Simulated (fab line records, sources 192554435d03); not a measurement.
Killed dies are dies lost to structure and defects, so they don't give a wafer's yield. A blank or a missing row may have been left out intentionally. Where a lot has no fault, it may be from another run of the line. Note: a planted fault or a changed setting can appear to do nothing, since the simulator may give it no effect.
The same fault as seen by 2 desks ; flow n5_finfet ; numbers are kept per desk, each desk with only its own; the story behind them comes last

METROLOGY DESK
Means of the sampled wafers that have a number, per lot and without regard to the tool the lot ran on: this is what the gauges read. Marked OUT: a lot whose mean sits more than 4 standard deviations from the usual mean, which makes it out of limits; the brackets give that distance.
Columns: A = cd_nm at N5_BEOL_M8_CD_MEAS_11, usual 38.8 nm
lot;first seen here;A
L548;day 9 01:19;39.5
L549;day 9 12:37;38.5
L550;day 10 05:45;39.0
L552;day 11 02:04;39.1
L551;day 11 02:14;39.0
L553;day 11 02:32;38.3
L556;day 11 02:43;37.7
L555;day 11 12:46;39.3
L561;day 13 06:19;38.2
L563;day 13 19:01;38.6
L568;day 14 19:12;38.8
L569;day 15 00:43;39.0
L570;day 15 10:07;38.7
L571;day 15 13:48;38.7
Result from this desk: across the 14 lots, nothing is out of limits.

TOOL OWNER'S DESK, litho_track-04
The tool's own readings at N5_BEOL_M8_PEB_26 (peb time 60 s): means of the sampled wafers that have a number, for each lot that ran on this tool. Marked OUT: a lot whose mean sits more than 4 standard deviations from the usual mean, which makes it out of limits; the brackets give that distance.
Columns: A = chill_plate_temp_C at N5_BEOL_M8_PEB_26, usual 23.01 C; B = exhaust_pa at N5_BEOL_M8_PEB_26, usual 45.2 Pa
lot;first seen here;A;B
L549;day 9 13:25;22.98;44.5
L555;day 11 13:43;22.88;44.7
L570;day 15 12:16;23.04;45.4
Result from this desk: across the 3 lots, nothing is out of limits.

BROUGHT TOGETHER
Metrology desk: nothing out of limits seen.
The tool owner's desk saw nothing out of limits.

WHAT THE SIMULATOR HAD PUT IN
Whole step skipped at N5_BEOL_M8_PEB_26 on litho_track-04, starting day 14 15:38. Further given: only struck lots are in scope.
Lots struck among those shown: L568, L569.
